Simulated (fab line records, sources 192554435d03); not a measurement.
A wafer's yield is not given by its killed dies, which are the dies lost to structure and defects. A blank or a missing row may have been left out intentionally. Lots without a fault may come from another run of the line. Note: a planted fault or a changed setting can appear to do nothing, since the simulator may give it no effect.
fab line records | flow n5Finfet
record: lots: 11 | wafers: 31 | lastDay: 21
route steps=1938 shown BEOL_M6@1214 PASSIVATION@1936
lots untouched by any fault: they come from a run of this same line in which no faults occurred
startH: the number of hours between the record's first day and the start of the first shown wafer of the lot | waitH: time in hours since the lot's previous step | " identical to the entry in the row above | L1.1+2: a row that stands for several wafers | - no value present, or no start provided | * or withheld: withheld | < > ~ a bound
route shown NAME@n: a module of which the file shows steps, and the number in the route of the first | usual: the fault-free wafers' mean and standard deviation | same: alike in all rows | chamber/n: place in a boat | sites: readings site by site | _std_site: standard deviation of those values | _edge_site: the outer-site mean with the inner-site mean subtracted | radiusMm: for every site, how far away it sits from the centre of the wafer | mask NAME#n: copy n | behind: tool/chamber where the wafer was last shaped | hold: why the lot went on hold/how many hours it stayed there/how the hold came to an end | device: whichever transistor did not switch (one of n, p or np) | end of line: the tests these same wafers got at the end of their route | step lacking rows: just its recipe | killed: at the first sort, the dies lost to defects and structure; wafer yield is something else | map: dies across one wafer; x = killed, . = not, _ = none there
set.NAME: the setting the step ran with; set.NAME@STEP: the setting that earlier step ran with | model.NAME: the simulator's own value behind a step, which no gauge read
one table for each step of the route and one row for each wafer, over a sample of lots
services: the hour from which a tool's chamber was out of use, counted from the record's first day as startH (under 0 if before that day), plus the number of hours and why
== steps ==
step: N5_BEOL_M6_STRIP_67
recipe: chemistry: CF4 | resist: SiARC | powerW: 300 | biasPowerW: 75 | pressureMtorr: 50 | cf4FlowSccm: 150 | rfFrequencyHz: 6e+07
usual: drypumpMotorCurrentA: 5.67/0.2 | oesProductAu: 0.79/0.075 | rfVppV: 270.8/1.6 | showerheadPlenumPTorr: 1.78/0.051 | throttleValvePct: 13.66/0.26
lot.wafer | tool       | chamber | startH | waitH | drypumpMotorCurrentA | oesProductAu | rfHoursCounterH | rfVppV | showerheadPlenumPTorr | throttleValvePct
L159.2    | rieDiel-04 | 1       | 277.00 | 0.0   | 5.90                 | 0.90         | 30              | 269.4  | 1.74                  | 13.28
L159.3    | "          | 0       | "      | "     | 5.84                 | 0.87         | 44              | 271.1  | 1.76                  | 13.60
L159.5    | "          | 1       | "      | "     | 5.92                 | 0.90         | -               | 270.6  | 1.74                  | 13.28
L158.2    | rieDiel-04 | 1       | 286.31 | 0.0   | 5.94                 | 0.89         | 33              | 268.3  | 1.74                  | 13.30
L158.4    | "          | 3       | "      | "     | 5.22                 | 0.73         | 200             | 273.1  | 1.85                  | 14.04
L158.6    | "          | 3       | "      | "     | 5.23                 | 0.73         | -               | 272.7  | 1.85                  | 14.01
L157.2    | rieDiel-01 | 3       | 289.05 | 0.0   | 5.85                 | 0.91         | 23              | 268.5  | 1.78                  | 13.28
L157.4    | "          | 1       | "      | "     | 5.55                 | 0.80         | 105             | 273.1  | 1.87                  | 13.65
L162.2    | rieDiel-03 | 1       | 292.09 | 0.0   | 5.77                 | 0.76         | 153             | 269.9  | 1.71                  | 13.69
L162.4    | "          | 0       | "      | "     | 5.53                 | 0.68         | -               | 268.7  | 1.76                  | 13.76
L162.5    | "          | 1       | "      | "     | 5.77                 | 0.77         | -               | 269.6  | 1.71                  | 13.70
L160.2    | rieDiel-03 | 3       | 297.67 | 0.0   | 5.67                 | 0.77         | 161             | 267.9  | 1.71                  | 13.58
L160.4    | "          | 1       | "      | "     | 5.77                 | 0.76         | 155             | 268.8  | 1.71                  | 13.70
L160.5    | "          | 0       | "      | "     | 5.54                 | 0.67         | -               | 270.3  | 1.76                  | 13.76
L167.3    | rieDiel-03 | 1       | 335.16 | 0.0   | 5.74                 | 0.74         | 174             | 270.8  | 1.71                  | 13.73
L167.4    | "          | 1       | "      | "     | 5.74                 | 0.75         | -               | 268.0  | 1.71                  | 13.73
L174.2    | rieDiel-01 | 0       | 378.05 | 0.0   | 5.76                 | 0.77         | 158             | 269.7  | 1.73                  | 13.67
L174.3    | "          | 2       | "      | "     | 5.64                 | 0.70         | 231             | 270.7  | 1.77                  | 14.12
L174.5    | "          | 0       | "      | "     | 5.74                 | 0.77         | -               | 271.2  | 1.73                  | 13.69
L176.2    | rieDiel-01 | 1       | 382.35 | 0.0   | 5.52                 | 0.77         | 138             | 273.6  | 1.86                  | 13.70
L176.3    | "          | 2       | "      | "     | 5.65                 | 0.71         | 232             | 269.2  | 1.77                  | 14.10
L176.4    | "          | 3       | "      | "     | 5.90                 | 0.84         | 55              | 269.1  | 1.78                  | 13.36
L175.2    | rieDiel-01 | 3       | 402.76 | 0.0   | 5.83                 | 0.85         | 64              | 271.0  | 1.77                  | 13.37
L175.3    | "          | 2       | "      | "     | 5.63                 | 0.70         | 239             | 271.4  | 1.76                  | 14.12
L175.6    | "          | 1       | "      | "     | 5.54                 | 0.76         | -               | 273.3  | 1.86                  | 13.73
L177.1    | rieDiel-04 | 2       | 404.47 | 0.0   | 5.40                 | 0.87         | 52              | 272.3  | 1.82                  | 13.35
L177.2    | "          | 1       | "      | "     | 5.89                 | 0.85         | 72              | 269.3  | 1.73                  | 13.39
L177.6    | "          | 1       | "      | "     | 5.94                 | 0.83         | -               | 271.7  | 1.73                  | 13.37
L179.4    | rieDiel-01 | 3       | 414.54 | 0.0   | 5.87                 | 0.83         | -               | 271.2  | 1.77                  | 13.40
L179.5    | "          | 0       | "      | "     | 5.72                 | 0.76         | -               | 270.8  | 1.73                  | 13.72
L179.6    | "          | 2       | "      | "     | 5.63                 | 0.69         | -               | 271.9  | 1.76                  | 14.15
step: N5_BEOL_M6_CD_MEAS_28
recipe: targetCdNm: 40 | landingEnergyEv: 500 | detector: seInlens
usual: cdNm: 39.93/0.24
lot.wafer | tool     | chamber | startH | waitH | cdNm
L159.2    | cdSem-01 | 0       | 278.87 | -     | 39.69
L159.3    | "        | 0       | "      | "     | 39.73
L159.5    | "        | 0       | "      | "     | 39.95
L158.2    | cdSem-02 | 0       | 288.37 | -     | 39.41
L158.4    | "        | 0       | "      | "     | 40.07
L158.6    | "        | 0       | "      | "     | 40.18
L157.2    | cdSem-03 | 0       | 289.72 | -     | 39.68
L157.4    | "        | 0       | "      | "     | 39.96
L162.2    | cdSem-01 | 0       | 293.02 | -     | 39.94
L162.4    | "        | 0       | "      | "     | 39.78
L162.5    | "        | 0       | "      | "     | 40.08
L160.2    | cdSem-01 | 0       | 298.63 | -     | 39.92
L160.4    | "        | 0       | "      | "     | 39.89
L160.5    | "        | 0       | "      | "     | 40.07
L167.3    | cdSem-02 | 0       | 336.92 | -     | 40.02
L167.4    | "        | 0       | "      | "     | 40.14
L174.2    | cdSem-03 | 0       | 380.49 | -     | 39.91
L174.3    | "        | 0       | "      | "     | 39.70
L174.5    | "        | 0       | "      | "     | 39.80
L176.2    | cdSem-02 | 0       | 383.66 | -     | 40.01
L176.3    | "        | 0       | "      | "     | 39.92
L176.4    | "        | 0       | "      | "     | 40.21
L175.2    | cdSem-02 | 0       | 403.53 | -     | 40.12
L175.3    | "        | 0       | "      | "     | 39.59
L175.6    | "        | 0       | "      | "     | 39.54
L177.1    | cdSem-03 | 0       | 405.10 | -     | 39.77
L177.2    | "        | 0       | "      | "     | 39.85
L177.6    | "        | 0       | "      | "     | 39.97
L179.4    | cdSem-03 | 0       | 417.44 | -     | 40.08
L179.5    | "        | 0       | "      | "     | 40.29
L179.6    | "        | 0       | "      | "     | 39.85
step: N5_BEOL_M6_VIA_ETCH_34
recipe: chemistry: C4F6/O2 | target: SiCOH_lowk | targetDepthA: 1263 | maskMaterial: SOC | taperDeg: 4 | timeS: 50.9 | ionEnergyEv: 250 | pressureMtorr: 30 | sourceW: 345 | biasW: 185 | Ar_flow_sccm: 300 | C4F6_flow_sccm: 10 | O2_flow_sccm: 10
usual: drypumpMotorCurrentA: 5.68/0.19 | oesProductAu: 0.79/0.078 | rfVppV: 668/26 | showerheadPlenumPTorr: 2.81/0.081 | throttleValvePct: 20.92/0.27
lot.wafer | tool       | chamber | startH | waitH | drypumpMotorCurrentA | oesProductAu | rfHoursCounterH | rfVppV | showerheadPlenumPTorr | throttleValvePct
L159.2    | rieDiel-03 | 1       | 279.17 | 0.0   | 5.78                 | 0.76         | 148             | 633    | 2.74                  | 21.16
L159.3    | "          | 3       | "      | "     | 5.66                 | 0.75         | 156             | 649    | 2.74                  | 20.91
L159.5    | "          | 1       | "      | "     | 5.79                 | 0.76         | -               | 632    | 2.74                  | 21.14
L158.2    | rieDiel-04 | 1       | 288.67 | 0.0   | 5.89                 | 0.90         | 33              | 673    | 2.75                  | 20.49
L158.4    | "          | 0       | "      | "     | 5.85                 | 0.87         | 47              | 671    | 2.77                  | 20.95
L158.6    | "          | 0       | "      | "     | 5.85                 | 0.88         | -               | 670    | 2.77                  | 20.95
L157.2    | rieDiel-01 | 2       | 290.02 | 0.0   | 5.64                 | 0.73         | 199             | 691    | 2.83                  | 21.38
L157.4    | "          | 3       | "      | "     | 5.91                 | 0.90         | 23              | 690    | 2.78                  | 20.43
L162.2    | rieDiel-03 | 1       | 293.42 | 0.0   | 5.78                 | 0.75         | 153             | 633    | 2.74                  | 21.14
L162.4    | "          | 1       | "      | "     | 5.78                 | 0.75         | -               | 634    | 2.74                  | 21.16
L162.5    | "          | 2       | "      | "     | 5.95                 | 0.71         | -               | 664    | 2.92                  | 20.94
L160.2    | rieDiel-03 | 2       | 298.93 | 0.0   | 6.00                 | 0.70         | 214             | 664    | 2.92                  | 20.95
L160.4    | "          | 1       | "      | "     | 5.80                 | 0.75         | 156             | 634    | 2.74                  | 21.16
L160.5    | "          | 3       | "      | "     | 5.62                 | 0.75         | -               | 650    | 2.74                  | 20.90
L167.3    | rieDiel-01 | 0       | 337.44 | 0.0   | 5.72                 | 1.09         | 144             | 628    | 2.75                  | 21.05
L167.4    | "          | 2       | "      | "     | 5.64                 | 0.69         | 217             | 692    | 2.82                  | 21.38
L174.2    | rieDiel-04 | 1       | 380.80 | 0.0   | 5.91                 | 0.86         | 64              | 673    | 2.73                  | 20.53
L174.3    | "          | 0       | "      | "     | 5.87                 | 0.84         | 77              | 669    | 2.76                  | 20.99
L174.5    | "          | 0       | "      | "     | 5.85                 | 0.84         | -               | 672    | 2.76                  | 20.99
L176.2    | rieDiel-03 | 1       | 383.99 | 0.0   | 5.79                 | 0.72         | 193             | 633    | 2.72                  | 21.20
L176.3    | "          | 2       | "      | "     | 5.99                 | 0.67         | 248             | 663    | 2.90                  | 21.02
L176.4    | "          | 0       | "      | "     | 5.53                 | 0.92         | 17              | 638    | 2.78                  | 20.57
L175.2    | rieDiel-04 | 2       | 403.98 | 0.0   | 5.41                 | 0.87         | 52              | 680    | 2.89                  | 20.74
L175.3    | "          | 0       | "      | "     | 5.84                 | 0.83         | 84              | 670    | 2.75                  | 21.00
L175.6    | "          | 1       | "      | "     | 5.91                 | 0.84         | -               | 673    | 2.73                  | 20.56
L177.1    | rieDiel-04 | 2       | 405.52 | 0.0   | 5.43                 | 0.87         | 53              | 680    | 2.89                  | 20.76
L177.2    | "          | 1       | "      | "     | 5.91                 | 0.85         | 72              | 673    | 2.73                  | 20.56
L177.6    | "          | 0       | "      | "     | 5.87                 | 0.83         | -               | 671    | 2.75                  | 21.00
L179.4    | rieDiel-03 | 2       | 417.74 | 0.0   | 6.00                 | 0.98         | 0               | 664    | 2.90                  | 20.65
L179.5    | "          | 3       | "      | "     | 5.65                 | 0.71         | -               | 648    | 2.71                  | 20.99
L179.6    | "          | 0       | "      | "     | 5.52                 | 0.88         | -               | 637    | 2.78                  | 20.57
step: N5_BEOL_M6_PRE_CLEAN_45
recipe: gas: H2/He | timeS: 30 | tempC: 250
usual: heaterPowerW: 310/29
lot.wafer | tool          | chamber | startH | waitH | heaterPowerW
L159.2    | pvdSputter-03 | -       | 280.35 | 0.0   | 261
L159.3    | "             | -       | "      | "     | 306
L159.5    | "             | -       | "      | "     | 264
L158.2    | pvdSputter-02 | -       | 289.74 | 0.0   | 351
L158.4    | "             | -       | "      | "     | 308
L158.6    | "             | -       | "      | "     | 291
L157.2    | pvdSputter-01 | -       | 291.17 | 0.0   | 314
L157.4    | "             | -       | "      | "     | 365
L162.2    | pvdSputter-02 | -       | 296.19 | 0.0   | 344
L162.4    | "             | -       | "      | "     | 308
L162.5    | "             | -       | "      | "     | 303
L160.2    | pvdSputter-03 | -       | 299.74 | 0.0   | 263
L160.4    | "             | -       | "      | "     | 317
L160.5    | "             | -       | "      | "     | 266
L167.3    | pvdSputter-02 | -       | 338.88 | 0.0   | 306
L167.4    | "             | -       | "      | "     | 278
L174.2    | pvdSputter-03 | -       | 381.73 | 0.0   | 322
L174.3    | "             | -       | "      | "     | 337
L174.5    | "             | -       | "      | "     | 293
L176.2    | pvdSputter-03 | -       | 385.10 | 0.0   | 327
L176.3    | "             | -       | "      | "     | 307
L176.4    | "             | -       | "      | "     | 267
L175.2    | pvdSputter-03 | -       | 405.78 | 0.0   | 329
L175.3    | "             | -       | "      | "     | 326
L175.6    | "             | -       | "      | "     | 258
L177.1    | pvdSputter-03 | -       | 406.72 | 0.0   | 323
L177.2    | "             | -       | "      | "     | 324
L177.6    | "             | -       | "      | "     | 267
L179.4    | pvdSputter-02 | -       | 418.54 | 0.0   | 279
L179.5    | "             | -       | "      | "     | 271
L179.6    | "             | -       | "      | "     | 306
step: N5_PASSIVATION_PROBE_49
usual: defectLimitedYield: 90.9/1.6 | killed_at_M0_to_M3: 37/11 | killed_at_M4_up: 15/5.6 | killedAtContacts: 13/6.4 | killedAtFrontEnd: 39/11 | killedAtOther: 4/3.1 | killedDies: 107/19 | killedOpen: 71/14 | killedShort: 34/7.8 | sort_bin_4_leakage: 0.01/0.053 | sort_bin_5_function: 5.3/1 | sort_bin_6_memory: 3.4/0.72 | sortNPass: 1072/20 | sortYieldPct: 90.9/1.7
same: grossDies: 1180 | killedAtBackSide: 0 | sort_bin_8_speed[%]: 0
lot.wafer | tool      | chamber | startH | waitH | defectLimitedYield[%] | killed_at_M0_to_M3 | killed_at_M4_up | killedAtContacts | killedAtFrontEnd | killedAtOther | killedDies | killedOpen | killedShort | sort_bin_4_leakage[%] | sort_bin_5_function[%] | sort_bin_6_memory[%] | sortNPass | sortYieldPct[%]
L159.2    | prober-02 | -       | 368.48 | 0.1   | 89.5                  | 41                 | 23              | 26               | 30               | 4             | 124        | 82         | 34          | 0                     | 5.2                    | 4.4                  | 1056      | 89.5
L159.3    | prober-02 | -       | 368.53 | 0.1   | 90.3                  | 36                 | 10              | 15               | 52               | 2             | 115        | 68         | 37          | 0                     | 5.3                    | 3.4                  | 1065      | 90.3
L159.5    | prober-02 | -       | 368.63 | 0.2   | 88.6                  | 33                 | 22              | 16               | 50               | 14            | 135        | 78         | 48          | 0                     | 5.8                    | 4.6                  | 1045      | 88.6
L158.2    | prober-02 | -       | 370.95 | 0.1   | 90.9                  | 44                 | 26              | 4                | 31               | 2             | 107        | 79         | 27          | 0                     | 5.7                    | 3.0                  | 1073      | 90.9
L158.4    | prober-02 | -       | 371.05 | 0.2   | 92.0                  | 41                 | 10              | 6                | 34               | 3             | 94         | 60         | 31          | 0                     | 4.5                    | 3.1                  | 1086      | 92.0
L158.6    | prober-02 | -       | 371.15 | 0.3   | 92.3                  | 30                 | 15              | 9                | 37               | 0             | 91         | 64         | 25          | 0                     | 5.3                    | 2.2                  | 1089      | 92.3
L162.2    | prober-02 | -       | 395.33 | 0.1   | 92.5                  | 35                 | 18              | 17               | 17               | 2             | 89         | 65         | 21          | 0                     | 4.4                    | 3.0                  | 1091      | 92.5
L162.4    | prober-02 | -       | 395.43 | 0.2   | 91.4                  | 33                 | 29              | 15               | 25               | 0             | 102        | 66         | 33          | 0                     | 5.4                    | 2.7                  | 1078      | 91.4
L162.5    | prober-02 | -       | 395.48 | 0.2   | 92.7                  | 43                 | 12              | 4                | 19               | 8             | 86         | 58         | 26          | 0                     | 3.9                    | 2.9                  | 1094      | 92.7
L167.3    | prober-01 | -       | 450.65 | 0.1   | 89.4                  | 32                 | 20              | 12               | 54               | 7             | 125        | 83         | 41          | 0                     | 5.9                    | 4.0                  | 1055      | 89.4
L167.4    | prober-01 | -       | 450.70 | 0.2   | 88.8                  | 39                 | 15              | 20               | 49               | 9             | 132        | 85         | 46          | 0                     | 6.1                    | 4.9                  | 1048      | 88.8
L177.1    | prober-02 | -       | 496.17 | 0.0   | 92.8                  | 27                 | 10              | 10               | 29               | 9             | 85         | 55         | 29          | 0                     | 4.2                    | 2.7                  | 1095      | 92.8
L177.2    | prober-02 | -       | 496.22 | 0.1   | 91.4                  | 41                 | 17              | 6                | 36               | 2             | 102        | 67         | 32          | 0.25                  | 4.8                    | 3.6                  | 1075      | 91.1
L177.6    | prober-02 | -       | 496.42 | 0.3   | 93.1                  | 42                 | 11              | 5                | 21               | 2             | 81         | 50         | 27          | 0                     | 4.4                    | 2.3                  | 1099      | 93.1
L179.4    | prober-02 | -       | 506.92 | 0.6   | 88.6                  | 68                 | 3               | 14               | 49               | 1             | 135        | 93         | 40          | 0                     | 6.4                    | 4.4                  | 1045      | 88.6
L179.5    | prober-02 | -       | 506.97 | 0.7   | 90.5                  | 34                 | 14              | 10               | 50               | 4             | 112        | 65         | 44          | 0                     | 5.6                    | 3.2                  | 1068      | 90.5
L179.6    | prober-02 | -       | 507.02 | 0.7   | 93.2                  | 37                 | 7               | 4                | 29               | 3             | 80         | 54         | 25          | 0                     | 4.4                    | 2.4                  | 1100      | 93.2
killed by level:class
L159.2 MOL_CONTACT_COAG:geometricParticle:open=22 BEOL_M4:geometricParticle:open=12 DUMMY_GATE:geometricParticle:open=9 BEOL_M0_SAQP:geometricParticle:short=9 BEOL_M3:geometricParticle:open=8 BEOL_M2:geometricParticle:open=7 BEOL_M0_SAQP:geometricParticle:open=6 BEOL_M5:geometricParticle:open=5
L159.3 MOL_CONTACT_COAG:geometricParticle:open=12 FIN_SAQP:geometricParticle:open=10 FIN_SAQP:geometricParticle:short=9 HKMG_FIN:areaEtch=8 BEOL_M2:geometricParticle:open=7 STI_FIN_REVEAL:geometricParticle:open=6 BEOL_M0_SAQP:geometricParticle:short=6 BEOL_M0_SAQP:geometricParticle:open=6
L159.5 FIN_SAQP:geometricParticle:short=11 BEOL_M4:geometricParticle:open=10 FIN_SAQP:geometricParticle:open=9 MOL_CONTACT_COAG:geometricParticle:open=9 BEOL_M3:geometricParticle:open=8 BEOL_M5:geometricParticle:open=7 MOL_CONTACT_COAG:geometricParticle:short=7 BEOL_M0_SAQP:geometricParticle:open=7
L158.2 BEOL_M0_SAQP:geometricParticle:open=15 BEOL_M4:geometricParticle:open=12 BEOL_M2:geometricParticle:open=11 BEOL_M3:geometricParticle:open=7 STI_FIN_REVEAL:geometricParticle:open=6 FIN_SAQP:geometricParticle:open=5 BEOL_M0_SAQP:geometricParticle:short=5 GATE_CUT:geometricParticle:open=4
L158.4 BEOL_M0_SAQP:geometricParticle:open=11 DUMMY_GATE:geometricParticle:open=8 BEOL_M0_SAQP:geometricParticle:short=8 BEOL_M3:geometricParticle:open=7 BEOL_M4:geometricParticle:open=6 BEOL_M2:geometricParticle:open=6 STI_FIN_REVEAL:geometricParticle:open=5 GATE_CUT:geometricParticle:short=4
L158.6 BEOL_M4:geometricParticle:open=9 FIN_SAQP:geometricParticle:open=7 STI_FIN_REVEAL:geometricParticle:open=7 MOL_CONTACT_COAG:geometricParticle:open=7 BEOL_M2:geometricParticle:open=7 BEOL_M3:geometricParticle:open=7 BEOL_M1:geometricParticle:open=4 STARTING-WAFER:geometricParticle:short=4
L162.2 MOL_CONTACT_COAG:geometricParticle:open=14 BEOL_M2:geometricParticle:open=13 BEOL_M4:geometricParticle:open=9 STI_FIN_REVEAL:geometricParticle:open=5 BEOL_M3:geometricParticle:open=5 FIN_SAQP:geometricParticle:open=3 GATE_CUT:geometricParticle:short=3 MOL_CONTACT_COAG:geometricParticle:short=3
L162.4 BEOL_M4:geometricParticle:open=16 MOL_CONTACT_COAG:geometricParticle:open=13 BEOL_M1:geometricParticle:open=10 FIN_SAQP:geometricParticle:short=9 BEOL_M0_SAQP:geometricParticle:short=5 FIN_SAQP:geometricParticle:open=4 BEOL_M0:geometricParticle:short=4 BEOL_M4:geometricParticle:short=4
L162.5 BEOL_M1:geometricParticle:open=12 BEOL_M2:geometricParticle:open=8 BEOL_M0_SAQP:geometricParticle:open=5 BEOL_M0_SAQP:geometricParticle:short=5 BEOL_M0:geometricParticle:open=4 FIN_SAQP:geometricParticle:open=3 ILD0:geometricParticle:open=3 MOL_CONTACT_COAG:geometricParticle:open=3
L167.3 STI_FIN_REVEAL:geometricParticle:open=19 BEOL_M4:geometricParticle:open=13 BEOL_M0_SAQP:geometricParticle:short=10 BEOL_M0_SAQP:geometricParticle:open=9 STI_FIN_REVEAL:geometricParticle:short=7 MOL_CONTACT_COAG:geometricParticle:open=7 FIN_SAQP:geometricParticle:open=5 DUMMY_GATE:geometricParticle:open=5
L167.4 STI_FIN_REVEAL:geometricParticle:open=15 MOL_CONTACT_COAG:geometricParticle:open=15 FIN_SAQP:geometricParticle:open=12 FIN_SAQP:geometricParticle:short=10 BEOL_M0_SAQP:geometricParticle:open=10 BEOL_M0_SAQP:geometricParticle:short=9 BEOL_M4:geometricParticle:open=9 BEOL_M2:geometricParticle:open=8
L177.1 FIN_SAQP:geometricParticle:open=9 MOL_CONTACT_COAG:geometricParticle:open=7 BEOL_M2:geometricParticle:open=6 FIN_SAQP:geometricParticle:short=5 BEOL_M3:geometricParticle:open=5 BEOL_M4:geometricParticle:open=5 BEOL_M0_SAQP:geometricParticle:open=4 BEOL_M1:geometricParticle:open=4
L177.2 BEOL_M3:geometricParticle:open=14 STI_FIN_REVEAL:geometricParticle:open=12 FIN_SAQP:geometricParticle:open=7 BEOL_M0_SAQP:geometricParticle:short=6 BEOL_M3:geometricParticle:short=6 BEOL_M4:geometricParticle:open=6 MOL_CONTACT_COAG:geometricParticle:open=5 BEOL_M1:geometricParticle:open=5
L177.6 BEOL_M0_SAQP:geometricParticle:short=13 BEOL_M2:geometricParticle:open=8 FIN_SAQP:geometricParticle:open=6 BEOL_M3:geometricParticle:open=6 BEOL_M0_SAQP:geometricParticle:open=5 DUMMY_GATE:geometricParticle:open=4 BEOL_M4:geometricParticle:open=4 BEOL_M1:geometricParticle:open=4
L179.4 BEOL_M0_SAQP:geometricParticle:open=23 BEOL_M0_SAQP:geometricParticle:short=14 STI_FIN_REVEAL:geometricParticle:open=12 BEOL_M3:geometricParticle:open=12 FIN_SAQP:geometricParticle:open=11 MOL_CONTACT_COAG:geometricParticle:open=10 FIN_SAQP:geometricParticle:short=9 BEOL_M2:geometricParticle:open=9
L179.5 FIN_SAQP:geometricParticle:short=17 FIN_SAQP:geometricParticle:open=11 BEOL_M0_SAQP:geometricParticle:open=10 MOL_CONTACT_COAG:geometricParticle:open=8 BEOL_M2:geometricParticle:open=6 BEOL_M3:geometricParticle:open=6 SPACER0:geometricParticle:short=5 BEOL_M0_SAQP:geometricParticle:short=5
L179.6 BEOL_M1:geometricParticle:open=8 BEOL_M0_SAQP:geometricParticle:short=7 FIN_SAQP:geometricParticle:open=5 BEOL_M0_SAQP:geometricParticle:open=5 BEOL_M3:geometricParticle:open=5 STI_FIN_REVEAL:geometricParticle:open=4 MOL_CONTACT_COAG:geometricParticle:open=4 BEOL_M0:geometricParticle:open=4
== services ==
tool       | chamber | startH | hours | kind
rieDiel-03 | 3       | 254.51 | 19.3  | repair
rieDiel-03 | 3       | 289.92 | 5.3   | repair
rieDiel-04 | 0       | 298.90 | 4.3   | repair
rieDiel-03 | 0       | 309.46 | -     | clean
rieDiel-03 | 0       | 309.46 | -     | consumableReplace:focusRing
rieDiel-03 | 0       | 309.46 | 30.7  | scheduledDown
rieDiel-03 | 0       | 309.46 | 30.7  | ventCycle
rieDiel-04 | 2       | 332.82 | 4.0   | repair
rieDiel-03 | 2       | 390.73 | -     | clean
rieDiel-03 | 2       | 390.73 | -     | consumableReplace:focusRing
rieDiel-03 | 2       | 390.73 | 25.9  | scheduledDown
rieDiel-03 | 2       | 390.73 | 25.9  | ventCycle
rieDiel-01 | 0       | 394.03 | 3.4   | repair
rieDiel-04 | 3       | 403.00 | 26.1  | repair
rieDiel-01 | 1       | 409.37 | 8.5   | repair
rieDiel-03 | 1       | 417.77 | 8.0   | repair
== key ==
firstSign: step: N5_BEOL_M6_VIA_ETCH_34 | reading: oesProductAu | direction: up | sigmas: 3.9 | usual: 0.79 | struck: 1.09
effect none on later readings
metAt N5_BEOL_M6_VIA_ETCH_34
struckLots L167
struckWafers L167.3
notActingAt N5_BEOL_M6_STRIP_67,N5_BEOL_M6_CD_MEAS_28,N5_BEOL_M6_PRE_CLEAN_45
onsetBetween 290.02 337.44
fault: kind: processParameterDrift | tool: rieDiel-01 | chamber: - | onsetH: 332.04 | steps: N5_BEOL_M6_VIA_ETCH_34 | channel: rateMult | offset: 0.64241 | shape: step | endH: 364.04 | scope: struckWafersOnly
